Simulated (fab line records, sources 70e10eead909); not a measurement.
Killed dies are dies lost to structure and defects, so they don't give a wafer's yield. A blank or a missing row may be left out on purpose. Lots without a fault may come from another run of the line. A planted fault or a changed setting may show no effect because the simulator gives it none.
Which tool did it? | flow nand_harc | 12 lots, 36 wafers sampled, at 4 steps of a route of 1302

WHAT THE GAUGES READ, wafer by wafer
NHARC_P_GATE_CD_MEAS_59: target cd 720 nm.
lot  | measured     | on        | cd_nm (nm)
L075 | day 6 01:26  | cd_sem-02 | 719.3 718.8 720.0
L077 | day 6 20:46  | cd_sem-03 | 721.9 722.7 721.9
L079 | day 7 22:59  | cd_sem-02 | 720.9 720.0 718.4
L081 | day 8 13:57  | cd_sem-03 | 719.1 721.4 720.2
L083 | day 9 15:42  | cd_sem-02 | 718.3 719.7 720.0
L085 | day 10 05:28 | cd_sem-01 | 721.1 721.0 721.9
L087 | day 10 23:11 | cd_sem-03 | 716.8 721.7 721.5
L089 | day 11 21:46 | cd_sem-02 | 716.8 722.2 719.7
L091 | day 12 20:49 | cd_sem-01 | 722.4 721.9 720.9
L093 | day 13 12:44 | cd_sem-02 | 719.2 716.6 721.0
L094 | day 14 07:46 | cd_sem-03 | 718.7 717.9 723.1
L097 | day 15 13:54 | cd_sem-02 | 716.4 717.6 719.6

WHICH TOOL RAN EACH LOT (tool, then ch and the chambers of the sampled wafers, then the start)
lot  | NHARC_P_GATE_DEP_103            | NHARC_P_GATE_ETCH_114                         | NHARC_P_GATE_DESCUM_48
L075 | pecvd-03 ch 0,1, day 5 11:17    | rie_diel-08 ch 1,2, day 5 23:59 or earlier    | rie_diel-08 ch 0,2,3, day 5 23:59
L077 | pecvd-03 ch 0,1, day 6 06:38    | rie_diel-03 ch 0,2, day 6 19:17 or earlier    | rie_diel-08 ch 1,2, day 6 19:17
L079 | pecvd-03 ch 0,1,2, day 7 08:47  | rie_diel-03 ch 1,2,3, day 7 21:31 or earlier  | rie_diel-03 ch 2,3, day 7 21:31
L081 | pecvd-04 ch 0,2, day 7 23:33    | rie_diel-01 ch 0,2,3, day 8 12:20 or earlier  | rie_diel-08 ch 0,3, day 8 12:20
L083 | pecvd-04 ch 1,2, day 9 01:31    | rie_diel-01 ch 0,1,2, day 9 14:15 or earlier  | rie_diel-03 ch 1,2,3, day 9 14:15
L085 | pecvd-02 ch 1,2, day 9 15:06    | rie_diel-08 ch 0,2, day 10 03:54 or earlier   | rie_diel-03 ch 1,2,3, day 10 03:54
L087 | pecvd-03 ch 0,1,2, day 10 08:53 | rie_diel-01 ch 1,2, day 10 21:38 or earlier   | rie_diel-01 ch 0,2,3, day 10 21:38
L089 | pecvd-04 ch 0,2, day 11 07:29   | rie_diel-01 ch 0,2, day 11 20:11 or earlier   | rie_diel-08 ch 0,2, day 11 20:11
L091 | pecvd-03 ch 0,1,2, day 12 06:19 | rie_diel-03 ch 0,2, day 12 19:10 or earlier   | rie_diel-01 ch 1,3, day 12 19:10
L093 | pecvd-04 ch 1,2, day 12 22:11   | rie_diel-01 ch 1,2,3, day 13 11:09 or earlier | rie_diel-08 ch 0,1,3, day 13 11:09
L094 | pecvd-04 ch 0,1, day 13 17:26   | rie_diel-01 ch 0,1,2, day 14 06:19 or earlier | rie_diel-08 ch 0,2,3, day 14 06:19
L097 | pecvd-03 ch 0,2, day 14 23:45   | rie_diel-08 ch 1,2,3, day 15 12:20 or earlier | rie_diel-01 ch 0,1,3, day 15 12:20
- NHARC_P_GATE_DEP_103: deposits SiON, target thk 30 nm.
- NHARC_P_GATE_ETCH_114: etches the open film in CF4/O2, target depth 30 nm, overetch 3 nm, time 16.5 s.
- NHARC_P_GATE_DESCUM_48: chemistry O2, time 3 s.

THE ANSWER, worked out from the rows above alone
Rule: what is usual is taken from the lots themselves. Put in order of their means at a reading, lots are off if they are a third of the lots or fewer, leave a main group of 4 or more, and stand apart from it by a gap of 3 or more times the standard deviation of the main group's means; of several such gaps the widest counts. A main group whose means are all the same, to the digits that the tables above print for the reading, isn't used. A lot without any number at a reading at which 4 lots or more have one is off too. The other lots that the step has rows for count as sound.
No lot is off at any reading shown: from this, nothing can be told.

WHAT THE SIMULATOR HAD PUT IN
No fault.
